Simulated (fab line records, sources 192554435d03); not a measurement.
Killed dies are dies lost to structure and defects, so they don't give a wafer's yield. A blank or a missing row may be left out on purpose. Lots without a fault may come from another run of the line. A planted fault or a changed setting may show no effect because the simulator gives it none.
Which tool did it? | flow n5_finfet | 20 lots, 60 wafers sampled, at 6 steps of a route of 1938

WHAT THE GAUGES READ, wafer by wafer
N5_BEOL_M7_RS_MEAS_57: measures by four-point-probe. Usual: M7_RS 0.285 ohm/sq, standard deviation 0.014.
lot  | measured     | on            | M7_RS (ohm/sq)    | flag
L074 | day 9 14:03  | film_metro-01 | 0.280 0.286 0.292 |
L075 | day 10 11:20 | film_metro-02 | 0.299 0.266 0.278 |
L077 | day 10 12:37 | film_metro-02 | 0.282 0.277 0.295 |
L078 | day 10 12:22 | film_metro-01 | 0.271 0.285 0.276 |
L080 | day 10 19:58 | film_metro-02 | 0.303 0.290 0.304 |
L079 | day 10 23:01 | film_metro-02 | 0.264 0.294 0.271 |
L082 | day 11 06:54 | film_metro-01 | 0.261 0.297 0.262 |
L083 | day 11 14:34 | film_metro-01 | 0.266 0.281 0.303 |
L084 | day 11 16:42 | film_metro-01 | 0.287 0.287 0.297 |
L085 | day 12 13:53 | film_metro-01 | 0.313 0.305 0.269 |
L086 | day 12 23:47 | film_metro-01 | 0.304 0.297 0.290 |
L087 | day 13 01:06 | film_metro-01 | 0.264 0.273 0.272 |
L088 | day 13 06:49 | film_metro-01 | 0.287 0.281 0.296 |
L089 | day 13 07:14 | film_metro-01 | 0.287 0.269 0.270 |
L090 | day 13 07:59 | film_metro-01 | 0.274 0.271 0.272 |
L091 | day 13 12:18 | film_metro-01 | 0.268 0.285 0.295 |
L092 | day 13 12:44 | film_metro-01 | 0.291 0.282 0.309 |
L093 | day 14 08:34 | film_metro-02 | 0.282 0.286 0.286 |
L096 | day 14 17:07 | film_metro-01 | 0.277 0.286 0.277 |
L094 | day 14 18:58 | film_metro-01 | 0.272 0.308 0.282 |

WHICH TOOL RAN EACH LOT (tool, then ch and the chambers of the sampled wafers, then the start)
lot  | N5_BEOL_M7_ILD_DEP_00           | N5_BEOL_M7_DESCUM_33               | N5_BEOL_M7_ETCH_65                 | N5_BEOL_M7_ETCH_66                 | N5_BEOL_M7_ALD_77
L074 | pecvd-02 ch 0,1,2, day 9 07:22  | rie_diel-02 ch 0,1,3, day 9 11:10  | rie_diel-02 ch 0,1,3, day 9 11:14  | rie_diel-02 ch 0,1,3, day 9 11:15  | ald_metal-01 ch 1,3, day 9 12:26
L075 | pecvd-02 ch 0,1, day 9 23:55    | rie_diel-05 ch 0,1,2, day 10 08:31 | rie_diel-05 ch 0,1,2, day 10 08:34 | rie_diel-05 ch 0,1,2, day 10 08:36 | ald_metal-01 ch 1,2, day 10 09:38
L077 | pecvd-04 ch 0,2, day 10 00:14   | rie_diel-06 ch 0,1,3, day 10 08:56 | rie_diel-06 ch 0,1,3, day 10 08:59 | rie_diel-06 ch 0,1,3, day 10 09:01 | ald_metal-01 ch 1,3, day 10 10:46
L078 | pecvd-04 ch 0,1,2, day 10 01:09 | rie_diel-02 ch 0,1,3, day 10 08:56 | rie_diel-02 ch 0,1,3, day 10 08:59 | rie_diel-02 ch 0,1,3, day 10 09:01 | ald_metal-01 ch 0,2,3, day 10 10:16
L080 | pecvd-02 ch 0,2, day 10 11:57   | rie_diel-06 ch 0,1, day 10 16:45   | rie_diel-06 ch 0,1, day 10 16:48   | rie_diel-06 ch 0,1, day 10 16:50   | ald_metal-03 ch 0,2,3, day 10 18:31
L079 | pecvd-04 ch 1,2, day 10 12:17   | rie_diel-05 ch 0,1,2, day 10 19:25 | rie_diel-05 ch 0,1,2, day 10 19:28 | rie_diel-05 ch 0,1,2, day 10 19:30 | ald_metal-03 ch 0,1,3, day 10 21:31
L082 | pecvd-02 ch 0,2, day 10 22:47   | rie_diel-05 ch 0,1,3, day 11 03:13 | rie_diel-05 ch 0,1,3, day 11 03:16 | rie_diel-05 ch 0,1,3, day 11 03:18 | ald_metal-01 ch 0,2,3, day 11 04:21
L083 | pecvd-04 ch 0,1,2, day 11 07:06 | rie_diel-05 ch 0,1,3, day 11 10:44 | rie_diel-05 ch 0,1,3, day 11 10:47 | rie_diel-05 ch 0,1,3, day 11 10:49 | ald_metal-01 ch 1,2,3, day 11 12:22
L084 | pecvd-02 ch 0,2, day 11 09:01   | rie_diel-02 ch 0,1, day 11 13:04   | rie_diel-02 ch 0,1, day 11 13:07   | rie_diel-02 ch 0,1, day 11 13:08   | ald_metal-01 ch 2,3, day 11 15:14
L085 | pecvd-04 ch 0,1, day 12 01:50   | rie_diel-05 ch 1,3, day 12 08:34   | rie_diel-05 ch 1,3, day 12 08:37   | rie_diel-05 ch 1,3, day 12 08:38   | ald_metal-01 ch 1,2, day 12 09:38
L086 | pecvd-04 ch 0,1,2, day 12 15:46 | rie_diel-06 ch 0,1, day 12 21:04   | rie_diel-06 ch 0,1, day 12 21:07   | rie_diel-06 ch 0,1, day 12 21:08   | ald_metal-01 ch 0,3, day 12 22:14
L087 | pecvd-04 ch 0,1,2, day 12 16:02 | rie_diel-05 ch 0,1, day 12 21:47   | rie_diel-05 ch 0,1, day 12 21:50   | rie_diel-05 ch 0,1, day 12 21:52   | ald_metal-02 ch 0,2, day 12 23:08
L088 | pecvd-02 ch 1,2, day 13 00:25   | rie_diel-06 ch 0,2,3, day 13 04:05 | rie_diel-06 ch 0,2,3, day 13 04:08 | rie_diel-06 ch 0,2,3, day 13 04:10 | ald_metal-01 ch 0,1,2, day 13 05:23
L089 | pecvd-02 ch 0,1,2, day 13 00:36 | rie_diel-05 ch 1,2, day 13 04:29   | rie_diel-05 ch 1,2, day 13 04:33   | rie_diel-05 ch 1,2, day 13 04:34   | ald_metal-01 ch 1,2, day 13 05:38
L090 | pecvd-04 ch 0,2, day 13 01:20   | rie_diel-02 ch 3, day 13 04:39     | rie_diel-02 ch 3, day 13 04:43     | rie_diel-02 ch 3, day 13 04:46     | ald_metal-03 ch 1,2,3, day 13 06:23
L091 | pecvd-03 ch 0,1, day 13 05:52   | rie_diel-02 ch 0,1,3, day 13 09:01 | rie_diel-02 ch 0,1,3, day 13 09:04 | rie_diel-02 ch 0,1,3, day 13 09:06 | ald_metal-03 ch 1,2,3, day 13 10:45
L092 | pecvd-04 ch 1,2, day 13 06:08   | rie_diel-06 ch 0,2,3, day 13 09:26 | rie_diel-06 ch 0,2,3, day 13 09:29 | rie_diel-06 ch 0,2,3, day 13 09:31 | ald_metal-02 ch 0,2,3, day 13 11:01
L093 | pecvd-02 ch 1,2, day 14 01:14   | rie_diel-02 ch 0,2,3, day 14 05:04 | rie_diel-02 ch 0,2,3, day 14 05:07 | rie_diel-02 ch 0,2,3, day 14 05:09 | ald_metal-03 ch 0,2,3, day 14 07:05
L096 | pecvd-02 ch 0,2, day 14 07:49   | rie_diel-02 ch 2,3, day 14 14:15   | rie_diel-02 ch 2,3, day 14 14:19   | rie_diel-02 ch 2,3, day 14 14:20   | ald_metal-02 ch 1,2,3, day 14 15:29
L094 | pecvd-02 ch 1,2, day 14 08:20   | rie_diel-06 ch 0,1,3, day 14 14:47 | rie_diel-06 ch 0,1,3, day 14 14:50 | rie_diel-06 ch 0,1,3, day 14 14:52 | ald_metal-03 ch 1,3, day 14 15:52
- N5_BEOL_M7_ILD_DEP_00: deposits SiCOH lowk from DEMS/porogen, target thk 179.75 nm, time 33.4 s.
- N5_BEOL_M7_DESCUM_33: chemistry O2, time 7 s.
- N5_BEOL_M7_ETCH_65: etches SiARC in CF4, target depth 15.6 nm, time 26 s.
- N5_BEOL_M7_ETCH_66: etches SOC in N2/H2, target depth 80 nm, overetch 16 nm, time 120 s.
- N5_BEOL_M7_ALD_77: deposits TaN, target thk 2 nm, pulse time 2 s, purge time 3 s.

WHAT THE TOOLS THEMSELVES READ (means of the sampled wafers that have a number; where no wafer has one, the mark that the record gives instead)
N5_BEOL_M7_ILD_DEP_00. Usual: chamber_pressure_Torr 4.999 Torr, standard deviation 0.01; heater_power_w 290 W, standard deviation 37; rf_fwd_power_W 495.8 W, standard deviation 1.7; showerhead_plenum_p_Torr 5.734 Torr, standard deviation 0.023; throttle_valve_pct 14.0 %, standard deviation 0.87.
lot  | tool     | chamber_pressure_Torr (Torr) | heater_power_w (W) | rf_fwd_power_W (W) | showerhead_plenum_p_Torr (Torr) | throttle_valve_pct (%) | flag
L074 | pecvd-02 | 4.993                        | 305                | 496.5              | 5.732                           | 13.9                   |
L075 | pecvd-02 | 5.007                        | 287                | 496.2              | 5.737                           | 13.9                   |
L077 | pecvd-04 | 5.009                        | 244                | 496.5              | 5.719                           | 14.1                   |
L078 | pecvd-04 | 5.008                        | 276                | 496.1              | 5.738                           | 14.3                   |
L080 | pecvd-02 | 5.004                        | 315                | 495.5              | 5.710                           | 13.9                   |
L079 | pecvd-04 | 5.004                        | 266                | 495.4              | 5.747                           | 13.5                   |
L082 | pecvd-02 | 5.006                        | 326                | 494.3              | 5.729                           | 14.2                   |
L083 | pecvd-04 | 4.990                        | 276                | 495.3              | 5.745                           | 14.3                   |
L084 | pecvd-02 | 5.001                        | 311                | 497.7              | 5.715                           | 13.6                   |
L085 | pecvd-04 | 5.005                        | 290                | 496.5              | 5.759                           | 14.3                   |
L086 | pecvd-04 | 4.994                        | 289                | 495.6              | 5.739                           | 14.5                   |
L087 | pecvd-04 | 5.004                        | 304                | 496.3              | 5.742                           | 14.4                   |
L088 | pecvd-02 | 4.990                        | 293                | 496.8              | 5.712                           | 13.4                   |
L089 | pecvd-02 | 4.995                        | 294                | 496.2              | 5.727                           | 13.9                   |
L090 | pecvd-04 | 4.989                        | 277                | 494.2              | 5.719                           | 15.0                   |
L091 | pecvd-03 | 5.004                        | 281                | 496.7              | 5.750                           | 13.3                   |
L092 | pecvd-04 | 5.000                        | 245                | 495.0              | 5.739                           | 13.6                   |
L093 | pecvd-02 | 5.001                        | 299                | 496.0              | 5.726                           | 13.5                   |
L096 | pecvd-02 | 5.006                        | 302                | 495.9              | 5.719                           | 13.9                   |
L094 | pecvd-02 | 5.006                        | 289                | 495.8              | 5.708                           | 13.4                   |

N5_BEOL_M7_DESCUM_33. Usual: drypump_motor_current_A 5.9 A, standard deviation 0.36; oes_product_au 0.77 a.u., standard deviation 0.069; rf_fwd_power_W 49.46 W, standard deviation 0.19; rf_vpp_V 242.5 V, standard deviation 1.6; showerhead_plenum_p_Torr 2.05 Torr, standard deviation 0.08; throttle_valve_pct 20.4 %, standard deviation 0.37.
lot  | tool        | drypump_motor_current_A (A) | oes_product_au (a.u.) | rf_fwd_power_W (W) | rf_vpp_V (V) | showerhead_plenum_p_Torr (Torr) | throttle_valve_pct (%) | flag
L074 | rie_diel-02 | 5.8                         | 0.75                  | 49.63              | 242.4        | 2.04                            | 20.4                   |
L075 | rie_diel-05 | 5.7                         | 0.77                  | 49.56              | 241.1        | 1.99                            | 20.5                   |
L077 | rie_diel-06 | 6.2                         | 0.83                  | 49.38              | 243.4        | 2.06                            | 20.4                   |
L078 | rie_diel-02 | 5.8                         | 0.75                  | 49.44              | 242.4        | 2.03                            | 20.4                   |
L080 | rie_diel-06 | 6.1                         | 0.81                  | 49.52              | 242.2        | 2.08                            | 20.6                   |
L079 | rie_diel-05 | 5.7                         | 0.76                  | 49.41              | 241.5        | 1.99                            | 20.5                   |
L082 | rie_diel-05 | 5.6                         | 0.77                  | 49.43              | 243.4        | 2.07                            | 20.7                   |
L083 | rie_diel-05 | 5.6                         | 0.77                  | 49.47              | 241.9        | 2.07                            | 20.7                   |
L084 | rie_diel-02 | 5.5                         | 0.72                  | 49.67              | 242.6        | 2.06                            | 20.5                   |
L085 | rie_diel-05 | 5.8                         | 0.74                  | 49.43              | 242.9        | 2.11                            | 20.8                   |
L086 | rie_diel-06 | 6.1                         | 0.78                  | 49.34              | 243.3        | 2.08                            | 20.6                   |
L087 | rie_diel-05 | 5.5                         | 0.74                  | 49.37              | 241.8        | 2.03                            | 20.9                   |
L088 | rie_diel-06 | 6.1                         | 0.80                  | 49.32              | 244.3        | 2.12                            | 20.2                   |
L089 | rie_diel-05 | 5.7                         | 0.70                  | 49.45              | 240.9        | 1.98                            | 20.9                   |
L090 | rie_diel-02 | 6.2                         | 0.80                  | 49.57              | 242.2        | 2.00                            | 20.1                   |
L091 | rie_diel-02 | 5.8                         | 0.73                  | 49.71              | 242.2        | 2.03                            | 20.4                   |
L092 | rie_diel-06 | 6.1                         | 0.80                  | 49.51              | 242.4        | 2.11                            | 20.2                   |
L093 | rie_diel-02 | 5.7                         | 0.78                  | 49.40              | 243.4        | 2.08                            | 20.4                   |
L096 | rie_diel-02 | 6.0                         | 0.80                  | 49.36              | 242.6        | 2.05                            | 20.2                   |
L094 | rie_diel-06 | 6.2                         | 0.89                  | 49.46              | 243.3        | 2.13                            | 20.3                   |

N5_BEOL_M7_ETCH_65. Usual: cf4_flow_sccm 100.03 sccm, standard deviation 0.27; drypump_motor_current_A 5.9 A, standard deviation 0.35; etch_rf_on_time_s 25.6 s, standard deviation 1.1; oes_product_au 0.66 a.u., standard deviation 0.061; rf_fwd_power_W 533.1 W, standard deviation 2.2; rf_vpp_V 183.6 V, standard deviation 1.2; showerhead_plenum_p_Torr 2.10 Torr, standard deviation 0.089; throttle_valve_pct 15.6 %, standard deviation 0.31.
lot  | tool        | cf4_flow_sccm (sccm) | drypump_motor_current_A (A) | etch_rf_on_time_s (s) | oes_product_au (a.u.) | rf_fwd_power_W (W) | rf_vpp_V (V) | showerhead_plenum_p_Torr (Torr) | throttle_valve_pct (%) | flag
L074 | rie_diel-02 | 100.01               | 5.8                         | 25.1                  | 0.66                  | 535.5              | 184.1        | 2.09                            | 15.6                   |
L075 | rie_diel-05 | 100.25               | 5.7                         | 25.1                  | 0.67                  | 532.7              | 181.5        | 2.03                            | 15.6                   |
L077 | rie_diel-06 | 100.03               | 6.2                         | 25.9                  | 0.71                  | 534.4              | 183.1        | 2.09                            | 15.5                   |
L078 | rie_diel-02 | 100.21               | 5.8                         | 25.1                  | 0.65                  | 536.6              | 182.9        | 2.08                            | 15.6                   |
L080 | rie_diel-06 | 100.09               | 6.1                         | 26.9                  | 0.68                  | 531.7              | 184.6        | 2.11                            | 15.7                   |
L079 | rie_diel-05 | 100.00               | 5.6                         | 25.3                  | 0.67                  | 532.6              | 183.9        | 2.03                            | 15.6                   |
L082 | rie_diel-05 | 99.92                | 5.6                         | 25.5                  | 0.67                  | 532.5              | 183.9        | 2.12                            | 15.8                   |
L083 | rie_diel-05 | 100.04               | 5.7                         | 25.5                  | 0.67                  | 531.1              | 184.1        | 2.12                            | 15.8                   |
L084 | rie_diel-02 | 99.87                | 5.5                         | 25.1                  | 0.62                  | 535.2              | 183.8        | 2.10                            | 15.7                   |
L085 | rie_diel-05 | 100.00               | 5.8                         | 26.3                  | 0.62                  | 531.9              | 184.9        | 2.16                            | 16.1                   |
L086 | rie_diel-06 | 99.87                | 6.1                         | 26.9                  | 0.67                  | 534.2              | 183.6        | 2.10                            | 15.7                   |
L087 | rie_diel-05 | 100.09               | 5.5                         | 24.2                  | 0.65                  | 532.9              | 182.8        | 2.05                            | 15.8                   |
L088 | rie_diel-06 | 100.09               | 6.1                         | 26.6                  | 0.69                  | 533.6              | 183.8        | 2.15                            | 15.4                   |
L089 | rie_diel-05 | 100.17               | 5.6                         | 25.0                  | 0.61                  | 531.0              | 182.7        | 2.01                            | 15.9                   |
L090 | rie_diel-02 | 100.07               | 6.2                         | 25.0                  | 0.70                  | 532.8              | 183.0        | 2.08                            | 15.5                   |
L091 | rie_diel-02 | 100.32               | 5.8                         | 25.2                  | 0.63                  | 535.3              | 183.8        | 2.08                            | 15.6                   |
L092 | rie_diel-06 | 99.79                | 6.1                         | 26.2                  | 0.70                  | 532.0              | 184.0        | 2.15                            | 15.4                   |
L093 | rie_diel-02 | 100.08               | 5.7                         | 25.6                  | 0.67                  | 533.8              | 183.7        | 2.15                            | 15.6                   |
L096 | rie_diel-02 | 99.97                | 6.0                         | 25.6                  | 0.68                  | 533.9              | 184.2        | 2.14                            | 15.6                   |
L094 | rie_diel-06 | 99.94                | 6.1                         | 25.5                  | 0.76                  | 533.4              | 184.4        | 2.17                            | 15.4                   |

N5_BEOL_M7_ETCH_66. Usual: drypump_motor_current_A 5.9 A, standard deviation 0.35; oes_product_au 0.59 a.u., standard deviation 0.053; rf_fwd_power_W 836.0 W, standard deviation 2.8; rf_vpp_V 522.4 V, standard deviation 3; showerhead_plenum_p_Torr 2.49 Torr, standard deviation 0.11; throttle_valve_pct 17.8 %, standard deviation 0.31.
lot  | tool        | drypump_motor_current_A (A) | oes_product_au (a.u.) | rf_fwd_power_W (W) | rf_vpp_V (V) | showerhead_plenum_p_Torr (Torr) | throttle_valve_pct (%) | flag
L074 | rie_diel-02 | 5.8                         | 0.58                  | 835.4              | 521.1        | 2.45                            | 17.6                   |
L075 | rie_diel-05 | 5.6                         | 0.59                  | 836.4              | 520.5        | 2.41                            | 17.8                   |
L077 | rie_diel-06 | 6.2                         | 0.64                  | 833.7              | 521.6        | 2.49                            | 17.7                   |
L078 | rie_diel-02 | 5.8                         | 0.58                  | 837.1              | 522.3        | 2.44                            | 17.6                   |
L080 | rie_diel-06 | 6.1                         | 0.62                  | 832.1              | 523.7        | 2.52                            | 17.9                   |
L079 | rie_diel-05 | 5.7                         | 0.59                  | 835.9              | 519.9        | 2.40                            | 17.8                   |
L082 | rie_diel-05 | 5.6                         | 0.59                  | 838.5              | 522.8        | 2.50                            | 17.9                   |
L083 | rie_diel-05 | 5.6                         | 0.58                  | 836.1              | 522.7        | 2.50                            | 18.0                   |
L084 | rie_diel-02 | 5.5                         | 0.55                  | 836.2              | 521.8        | 2.46                            | 17.7                   |
L085 | rie_diel-05 | 5.8                         | 0.56                  | 833.5              | 524.1        | 2.56                            | 18.3                   |
L086 | rie_diel-06 | 6.1                         | 0.61                  | 831.7              | 523.6        | 2.51                            | 17.9                   |
L087 | rie_diel-05 | 5.5                         | 0.56                  | 838.3              | 520.8        | 2.42                            | 18.1                   |
L088 | rie_diel-06 | 6.1                         | 0.62                  | 835.3              | 523.9        | 2.57                            | 17.7                   |
L089 | rie_diel-05 | 5.7                         | 0.53                  | 836.5              | 519.6        | 2.38                            | 18.1                   |
L090 | rie_diel-02 | 6.2                         | 0.61                  | 839.6              | 521.4        | 2.44                            | 17.6                   |
L091 | rie_diel-02 | 5.8                         | 0.56                  | 837.6              | 522.7        | 2.44                            | 17.7                   |
L092 | rie_diel-06 | 6.1                         | 0.62                  | 835.4              | 524.2        | 2.57                            | 17.7                   |
L093 | rie_diel-02 | 5.7                         | 0.59                  | 835.6              | 524.2        | 2.54                            | 17.8                   |
L096 | rie_diel-02 | 6.0                         | 0.61                  | 838.3              | 523.5        | 2.52                            | 17.7                   |
L094 | rie_diel-06 | 6.2                         | 0.67                  | 836.6              | 525.6        | 2.58                            | 17.6                   |

N5_BEOL_M7_ALD_77. Usual: chamber_pressure_Torr 3.000 Torr, standard deviation 0.0062; heater_power_w 415 W, standard deviation 52.
lot  | tool         | chamber_pressure_Torr (Torr) | heater_power_w (W) | flag
L074 | ald_metal-01 | 2.998                        | 367                |
L075 | ald_metal-01 | 3.003                        | 370                |
L077 | ald_metal-01 | 3.001                        | 359                |
L078 | ald_metal-01 | 2.998                        | 432                |
L080 | ald_metal-03 | 3.003                        | 433                |
L079 | ald_metal-03 | 3.001                        | 444                |
L082 | ald_metal-01 | 3.007                        | 430                |
L083 | ald_metal-01 | 2.999                        | 377                |
L084 | ald_metal-01 | 3.000                        | 391                |
L085 | ald_metal-01 | 3.000                        | 364                |
L086 | ald_metal-01 | 2.997                        | 442                |
L087 | ald_metal-02 | 2.997                        | 362                |
L088 | ald_metal-01 | 3.000                        | 410                |
L089 | ald_metal-01 | 2.995                        | 399                |
L090 | ald_metal-03 | 2.998                        | 438                |
L091 | ald_metal-03 | 2.993                        | 434                |
L092 | ald_metal-02 | 2.999                        | 424                |
L093 | ald_metal-03 | 3.006                        | 435                |
L096 | ald_metal-02 | 2.993                        | 407                |
L094 | ald_metal-03 | 3.000                        | 448                |

THE ANSWER, worked out from the rows above alone
Rule: a lot is off if the mean of its wafers that have a number lies more than 3 standard deviations from the usual mean. A lot without any number at a reading at which 4 lots or more have one is off too. The other lots that the step has rows for count as sound. The gauges are gone through in route order, then the tools' own readings, and for those a lot's mean is taken as printed above. The first step at which some lot is off is used, and at that step the reading that is off furthest; a lot without a number counts as furthest.
No lot is off at any reading shown: from this, nothing can be told.

WHAT THE SIMULATOR HAD PUT IN
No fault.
